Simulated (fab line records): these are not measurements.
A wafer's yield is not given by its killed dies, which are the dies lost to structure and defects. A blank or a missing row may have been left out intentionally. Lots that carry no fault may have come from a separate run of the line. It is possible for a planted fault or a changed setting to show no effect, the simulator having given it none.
The tool behind it: which one?	flow nand harc	23 lots, 69 wafers sampled, at 6 steps of a route of 1159

## WHAT THE GAUGES READ, wafer by wafer
Not one reading of a measure or inspect step in the record can be checked against a usual standard deviation.

## WHAT TOOL EACH LOT RAN ON (gives the tool, then ch and the chambers of the sampled wafers, and finally the start)
lot	NHARC_A_STAIRCASE_ETCH_170	NHARC_A_STAIRCASE_ETCH_25	NHARC_A_STAIRCASE_ETCH_197	NHARC_A_STAIRCASE_TRIM_222	NHARC_A_STAIRCASE_TRIM_229	NHARC_A_STAIRCASE_STRIP_295
L075	rie diel-09 ch 0,1,3, day 11 02:40 or earlier	rie diel-08 ch 0,2,3, day 11 02:40 or earlier	rie diel-09 ch 0,2,3, day 11 02:40 or earlier	rie diel-11 ch 0,1,2, day 11 02:40 or earlier	rie diel-09 ch 0,1,2, day 11 02:40	rie diel-11 ch 1,2,3, no start
L074	rie diel-08 ch 0,1,3, day 11 08:53 or earlier	rie diel-11 ch 0,2,3, day 11 08:53 or earlier	rie diel-08 ch 0,2,3, day 11 08:53 or earlier	rie diel-11 ch 0,1,3, day 11 08:53 or earlier	rie diel-08 ch 0,1,3, day 11 08:53	rie diel-08 ch 0,1,2, no start
L076	rie diel-11 ch 2,3, day 11 15:48 or earlier	rie diel-09 ch 0,1,2, day 11 15:48 or earlier	rie diel-11 ch 0,1,2, day 11 15:48 or earlier	rie diel-08 ch 1,2, day 11 15:48 or earlier	rie diel-08 ch 0,3, day 11 15:48	rie diel-09 ch 0,1, no start
L077	rie diel-08 ch 1,2,3, day 11 16:38 or earlier	rie diel-09 ch 0,1,3, day 11 16:38 or earlier	rie diel-09 ch 0,3, day 11 16:38 or earlier	rie diel-11 ch 0,2,3, day 11 16:38 or earlier	rie diel-11 ch 0,2,3, day 11 16:38	rie diel-08 ch 1,2,3, no start
L078	rie diel-11 ch 1,2,3, day 11 23:32 or earlier	rie diel-11 ch 0,2,3, day 11 23:32 or earlier	rie diel-11 ch 0,3, day 11 23:32 or earlier	rie diel-08 ch 0,1, day 11 23:32 or earlier	rie diel-09 ch 0,1,3, day 11 23:32	rie diel-08 ch 0,1,3, no start
L079	rie diel-08 ch 0,1,2, day 12 10:48 or earlier	rie diel-08 ch 0,1,2, day 12 10:48 or earlier	rie diel-08 ch 1,2,3, day 12 10:48 or earlier	rie diel-11 ch 0,2,3, day 12 10:48 or earlier	rie diel-11 ch 0,1,3, day 12 10:48	rie diel-08 ch 0,1,3, no start
L081	rie diel-11 ch 0,1,3, day 12 19:24 or earlier	rie diel-09 ch 0,2,3, day 12 19:24 or earlier	rie diel-08 ch 0,1,2, day 12 19:24 or earlier	rie diel-09 ch 1,2,3, day 12 19:24 or earlier	rie diel-08 ch 0,1,2, day 12 19:24	rie diel-11 ch 0,1,2, no start
L080	rie diel-11 ch 0,1,3, day 12 20:07 or earlier	rie diel-08 ch 1,2,3, day 12 20:07 or earlier	rie diel-09 ch 0,2,3, day 12 20:07 or earlier	rie diel-11 ch 0,2,3, day 12 20:07 or earlier	rie diel-09 ch 0,1,2, day 12 20:07	rie diel-11 ch 0,1,3, no start
L082	rie diel-08 ch 0,1,3, day 13 04:20 or earlier	rie diel-09 ch 0,1,3, day 13 04:20 or earlier	rie diel-09 ch 0,1,2, day 13 04:20 or earlier	rie diel-09 ch 1,2,3, day 13 04:20 or earlier	rie diel-08 ch 0,2,3, day 13 04:20	rie diel-11 ch 0,2,3, day 13 14:37
L083	rie diel-08 ch 1,2,3, day 13 09:29 or earlier	rie diel-09 ch 0,2,3, day 13 09:29 or earlier	rie diel-09 ch 1,2,3, day 13 09:29 or earlier	rie diel-09 ch 0,2,3, day 13 09:29 or earlier	rie diel-09 ch 1,2,3, day 13 09:29	rie diel-09 ch 0,2,3, no start
L084	rie diel-09 ch 0,1,2, day 13 17:46 or earlier	rie diel-11 ch 0,1,2, day 13 17:46 or earlier	rie diel-09 ch 0,2,3, day 13 17:46 or earlier	rie diel-09 ch 1,3, day 13 17:46 or earlier	rie diel-09 ch 0,2,3, day 13 17:46	rie diel-11 ch 1,3, no start
L085	rie diel-09 ch 0,1,3, day 14 11:13 or earlier	rie diel-09 ch 1,2, day 14 11:13 or earlier	rie diel-09 ch 1,2, day 14 11:13 or earlier	rie diel-09 ch 0,2,3, day 14 11:13 or earlier	rie diel-09 ch 2,3, day 14 11:13	rie diel-08 ch 0,2,3, no start
L086	rie diel-11 ch 1,2,3, day 14 13:00 or earlier	rie diel-11 ch 1,2, day 14 13:00 or earlier	rie diel-11 ch 0,3, day 14 13:00 or earlier	rie diel-08 ch 0,1,3, day 14 13:00 or earlier	rie diel-09 ch 1,2,3, day 14 13:00	rie diel-09 ch 0,1,3, no start
L087	rie diel-09 ch 1,2,3, day 14 11:01 or earlier	rie diel-09 ch 1,2,3, day 14 11:01 or earlier	rie diel-09 ch 0,2,3, day 14 11:01 or earlier	rie diel-08 ch 0,1,2, day 14 11:01 or earlier	rie diel-11 ch 1,2,3, day 14 11:01	rie diel-11 ch 0,2,3, no start
L088	rie diel-08 ch 0,1, day 14 12:55 or earlier	rie diel-09 ch 0,2, day 14 12:55 or earlier	rie diel-09 ch 2,3, day 14 12:55 or earlier	rie diel-11 ch 0,2,3, day 14 12:55 or earlier	rie diel-08 ch 0,2,3, day 14 12:55	rie diel-11 ch 1,3, no start
L089	rie diel-09 ch 0,2,3, day 14 17:29 or earlier	rie diel-09 ch 0,2,3, day 14 17:29 or earlier	rie diel-09 ch 0,3, day 14 17:29 or earlier	rie diel-08 ch 0,2,3, day 14 17:29 or earlier	rie diel-08 ch 0,2,3, day 14 17:29	rie diel-08 ch 0,1,2, no start
L090	rie diel-08 ch 1,2, day 14 18:34 or earlier	rie diel-11 ch 0,3, day 14 18:34 or earlier	rie diel-11 ch 0,1,2, day 14 18:34 or earlier	rie diel-09 ch 0,1, day 14 18:34 or earlier	rie diel-09 ch 0,1, day 14 18:34	rie diel-08 ch 1,2,3, no start
L092	rie diel-09 ch 0,1,3, day 15 14:48 or earlier	rie diel-08 ch 0,2, day 15 14:48 or earlier	rie diel-08 ch 1,2, day 15 14:48	rie diel-09 ch 0,3, day 15 18:34 or earlier	rie diel-08 ch 0,2,3, day 15 18:34	rie diel-08 ch 1,2, no start
L091	rie diel-09 ch 0,1,3, day 15 20:14 or earlier	rie diel-09 ch 0,1,3, day 15 20:14 or earlier	rie diel-11 ch 0,1,2, day 15 20:14 or earlier	rie diel-09 ch 0,3, day 15 20:14 or earlier	rie diel-08 ch 0,2, day 15 20:14	rie diel-08 ch 0,1,3, no start
L094	rie diel-09 ch 0,1,3, day 16 00:25 or earlier	rie diel-08 ch 0,2,3, day 16 00:25 or earlier	rie diel-09 ch 0,1,3, day 16 00:25 or earlier	rie diel-11 ch 0,3, day 16 00:25 or earlier	rie diel-09 ch 0,1,3, day 16 00:25	rie diel-09 ch 0,1, no start
L095	rie diel-11 ch 0,1,2, day 16 10:40 or earlier	rie diel-11 ch 1,2, day 16 10:40 or earlier	rie diel-09 ch 1,3, day 16 10:40 or earlier	rie diel-08 ch 0,2, day 16 10:40 or earlier	rie diel-09 ch 0,1,2, day 16 10:40	rie diel-09 ch 0,1,3, no start
L096	rie diel-08 ch 0,1,3, day 16 08:23 or earlier	rie diel-11 ch 1,2,3, day 16 08:23 or earlier	rie diel-08 ch 1,2,3, day 16 08:23 or earlier	rie diel-09 ch 1,2,3, day 16 08:23 or earlier	rie diel-09 ch 0,2,3, day 16 08:23	rie diel-08 ch 0,1,3, no start
L097	rie diel-09 ch 0,1,2, day 16 13:44 or earlier	rie diel-11 ch 1,2,3, day 16 13:44 or earlier	rie diel-09 ch 0,1,3, day 16 13:44 or earlier	rie diel-08 ch 0,1,3, day 16 13:44 or earlier	rie diel-09 ch 0,1,3, day 16 13:44	rie diel-11 ch 0,1,2, no start
- NHARC_A_STAIRCASE_ETCH_170: etches the open film in C4F6/O2, target depth 200 nm, time 66.667 s.
- NHARC_A_STAIRCASE_ETCH_25: etches the open film in C4F8/O2, target depth 100 nm, time 40.5 s.
- NHARC_A_STAIRCASE_ETCH_197: etches the open film in C4F8/O2, target depth 100 nm, time 40.5 s.
- NHARC_A_STAIRCASE_TRIM_222: chemistry O2, time 211.2 s.
- NHARC_A_STAIRCASE_TRIM_229: chemistry O2, time 211.2 s.
- NHARC_A_STAIRCASE_STRIP_295: strips in O2.

## WHAT THE TOOLS THEMSELVES READ (means of the sampled wafers that have a number; where no wafer has one, the mark that the record gives instead)
NHARC_A_STAIRCASE_ETCH_170.
lot	tool	drypump motor current A (A)	oes product au (a.u.)	rf vpp V (V)	showerhead plenum p Torr (Torr)	throttle valve pct (%)
L075	rie diel-09	5.2	0.965	545	3.83	26.898
L074	rie diel-08	5.8	0.979	546	3.86	26.900
L076	rie diel-11	6.1	0.968	546	3.84	26.909
L077	rie diel-08	5.5	0.970	546	3.90	26.908
L078	rie diel-11	6.2	0.981	547	3.89	26.904
L079	rie diel-08	5.7	0.966	549	3.99	26.896
L081	rie diel-11	6.2	0.983	547	3.93	26.897
L080	rie diel-11	6.2	0.986	547	3.93	26.903
L082	rie diel-08	5.7	0.946	545	3.85	26.894
L083	rie diel-08	5.5	0.943	546	3.89	26.904
L084	rie diel-09	5.0	0.977	546	3.90	26.892
L085	rie diel-09	5.2	0.982	548	4.00	26.904
L086	rie diel-11	6.2	0.989	545	3.88	26.912
L087	rie diel-09	5.1	0.969	549	3.99	26.893
L088	rie diel-08	5.8	0.969	545	3.81	26.892
L089	rie diel-09	5.2	0.962	550	4.00	26.909
L090	rie diel-08	5.5	0.964	545	3.85	26.903
L092	rie diel-09	5.1	0.966	549	3.99	26.897
L091	rie diel-09	5.2	0.975	548	3.99	26.898
L094	rie diel-09	5.2	0.968	549	3.99	26.903
L095	rie diel-11	6.0	0.952	548	3.98	26.892
L096	rie diel-08	5.8	0.974	546	3.84	26.913
L097	rie diel-09	4.9	0.976	546	3.88	26.900

NHARC_A_STAIRCASE_ETCH_25.
lot	tool	oes product au (a.u.)	rf vpp V (V)
L075	rie diel-08	0.930	899
L074	rie diel-11	0.944	895
L076	rie diel-09	0.939	896
L077	rie diel-09	0.934	892
L078	rie diel-11	0.954	894
L079	rie diel-08	0.934	899
L081	rie diel-09	0.945	899
L080	rie diel-08	0.939	895
L082	rie diel-09	0.942	899
L083	rie diel-09	0.933	898
L084	rie diel-11	0.947	899
L085	rie diel-09	0.941	894
L086	rie diel-11	0.933	897
L087	rie diel-09	0.934	898
L088	rie diel-09	0.951	895
L089	rie diel-09	0.937	899
L090	rie diel-11	0.933	895
L092	rie diel-08	0.922	901
L091	rie diel-09	0.930	899
L094	rie diel-08	0.944	898
L095	rie diel-11	0.935	897
L096	rie diel-11	0.930	894
L097	rie diel-11	0.947	894

NHARC_A_STAIRCASE_ETCH_197.
lot	tool	oes product au (a.u.)	rf vpp V (V)
L075	rie diel-09	0.944	893
L074	rie diel-08	0.953	900
L076	rie diel-11	0.921	899
L077	rie diel-09	0.972	890
L078	rie diel-11	0.939	895
L079	rie diel-08	0.939	895
L081	rie diel-08	0.926	898
L080	rie diel-09	0.936	899
L082	rie diel-09	0.944	894
L083	rie diel-09	0.941	898
L084	rie diel-09	0.943	899
L085	rie diel-09	0.950	894
L086	rie diel-11	0.939	896
L087	rie diel-09	0.940	898
L088	rie diel-09	0.942	901
L089	rie diel-09	0.931	899
L090	rie diel-11	0.946	898
L092	rie diel-08	0.962	898
L091	rie diel-11	0.941	898
L094	rie diel-09	0.959	899
L095	rie diel-09	0.921	897
L096	rie diel-08	0.923	895
L097	rie diel-09	0.941	897

NHARC_A_STAIRCASE_TRIM_222.
lot	tool	drypump motor current A (A)	oes product au (a.u.)	rf vpp V (V)	showerhead plenum p Torr (Torr)	throttle valve pct (%)
L075	rie diel-11	6.0	0.992	57.8	3.60	17.038
L074	rie diel-11	6.2	1.003	57.2	3.53	17.038
L076	rie diel-08	5.4	0.999	57.9	3.63	17.034
L077	rie diel-11	6.1	0.996	57.4	3.48	17.038
L078	rie diel-08	6.0	1.001	58.5	3.55	17.033
L079	rie diel-11	6.1	1.000	57.5	3.48	17.045
L081	rie diel-09	5.1	0.997	58.5	3.60	17.046
L080	rie diel-11	6.1	0.995	56.7	3.48	17.035
L082	rie diel-09	5.1	1.001	57.7	3.60	17.034
L083	rie diel-09	5.1	1.000	58.0	3.61	17.036
L084	rie diel-09	5.1	1.006	58.6	3.59	17.043
L085	rie diel-09	5.2	0.990	57.9	3.60	17.033
L086	rie diel-08	5.8	0.998	57.4	3.46	17.027
L087	rie diel-08	5.7	0.996	58.1	3.58	17.040
L088	rie diel-11	6.1	0.997	57.5	3.47	17.028
L089	rie diel-08	5.7	0.999	58.3	3.61	17.030
L090	rie diel-09	5.0	0.998	58.3	3.49	17.040
L092	rie diel-09	5.2	0.993	57.3	3.60	17.036
L091	rie diel-09	5.2	0.997	58.5	3.60	17.036
L094	rie diel-11	6.3	1.004	57.7	3.40	17.036
L095	rie diel-08	5.9	1.003	58.5	3.68	17.035
L096	rie diel-09	5.1	0.999	57.5	3.58	17.037
L097	rie diel-08	5.8	1.003	57.8	3.45	17.047

NHARC_A_STAIRCASE_TRIM_229.
lot	tool	drypump motor current A (A)	oes product au (a.u.)	rf vpp V (V)	showerhead plenum p Torr (Torr)	throttle valve pct (%)
L075	rie diel-09	5.0	1.000	58.3	3.51	17.039
L074	rie diel-08	5.8	0.999	57.7	3.47	17.037
L076	rie diel-08	5.9	0.999	57.8	3.58	17.034
L077	rie diel-11	6.1	0.998	58.1	3.48	17.039
L078	rie diel-09	5.2	0.988	58.9	3.61	17.028
L079	rie diel-11	6.2	0.999	58.0	3.53	17.032
L081	rie diel-08	5.7	1.000	57.4	3.58	17.029
L080	rie diel-09	5.0	0.998	58.0	3.51	17.040
L082	rie diel-08	5.6	1.002	58.6	3.61	17.049
L083	rie diel-09	5.1	1.003	58.9	3.59	17.040
L084	rie diel-09	5.2	1.000	58.2	3.60	17.021
L085	rie diel-09	5.1	1.002	57.9	3.59	17.042
L086	rie diel-09	5.1	1.002	58.2	3.59	17.037
L087	rie diel-11	6.2	0.987	57.0	3.49	17.037
L088	rie diel-08	5.6	0.996	58.6	3.61	17.032
L089	rie diel-08	5.7	0.998	58.2	3.61	17.038
L090	rie diel-09	5.0	1.004	58.1	3.49	17.032
L092	rie diel-08	5.7	0.988	58.2	3.60	17.036
L091	rie diel-08	5.9	0.992	58.5	3.68	17.035
L094	rie diel-09	5.2	1.001	57.8	3.59	17.037
L095	rie diel-09	4.9	0.996	57.7	3.49	17.039
L096	rie diel-09	5.2	0.999	58.2	3.59	17.032
L097	rie diel-09	5.1	1.008	57.0	3.59	17.036

NHARC_A_STAIRCASE_STRIP_295.
lot	tool	drypump motor current A (A)	oes product au (a.u.)	rf vpp V (V)	showerhead plenum p Torr (Torr)	throttle valve pct (%)
L075	rie diel-11	6.2	1.004	58.0	3.50	17.035
L074	rie diel-08	5.7	0.997	57.6	3.59	17.032
L076	rie diel-09	5.0	0.995	57.8	3.52	17.034
L077	rie diel-08	5.4	1.006	57.6	3.51	17.044
L078	rie diel-08	5.8	0.997	57.5	3.47	17.043
L079	rie diel-08	5.8	0.998	58.2	3.46	17.029
L081	rie diel-11	6.0	0.996	57.7	3.59	17.033
L080	rie diel-11	6.2	0.998	57.8	3.53	17.036
L082	rie diel-11	6.1	0.996	57.4	3.47	17.038
L083	rie diel-09	5.2	0.994	58.7	3.60	17.039
L084	rie diel-11	6.4	0.999	57.1	3.42	17.040
L085	rie diel-08	5.7	1.004	57.8	3.61	17.044
L086	rie diel-09	5.2	1.003	57.9	3.60	17.033
L087	rie diel-11	6.1	0.994	57.7	3.47	17.036
L088	rie diel-11	6.4	1.000	56.2	3.42	17.033
L089	rie diel-08	5.7	0.997	57.4	3.57	17.041
L090	rie diel-08	5.5	0.993	57.7	3.49	17.031
L092	rie diel-08	5.5	0.991	57.7	3.45	17.040
L091	rie diel-08	5.8	0.993	58.1	3.45	17.041
L094	rie diel-09	4.9	1.006	57.3	3.48	17.036
L095	rie diel-09	5.2	1.000	58.0	3.59	17.036
L096	rie diel-08	5.8	1.003	57.3	3.45	17.039
L097	rie diel-11	6.0	1.000	58.1	3.57	17.038

## THE ANSWER, worked out from the rows above alone
Rule: the lots themselves supply what counts as usual. The widest of any qualifying gaps counts: lots, ordered by their means at a reading, are off when they make up no more than a third of the lots, leave a main group of 4 or more, and stand apart from it by 3 or more times the standard deviation of that group's means. Not used: any main group whose means are identical at the precision the tables above print for the reading. Also off: a lot with no number at a reading for which 4 or more lots have one. The other lots that the step has rows for count as sound. First the gauges in route order, then the tools' own readings, where a lot's mean is used as printed above. At the first step where some lot is off, the reading lying furthest off is the one used; lots without a number count as furthest.
Nothing can be told from this: no lot is off at any reading shown.

## WHAT THE SIMULATOR PUT IN
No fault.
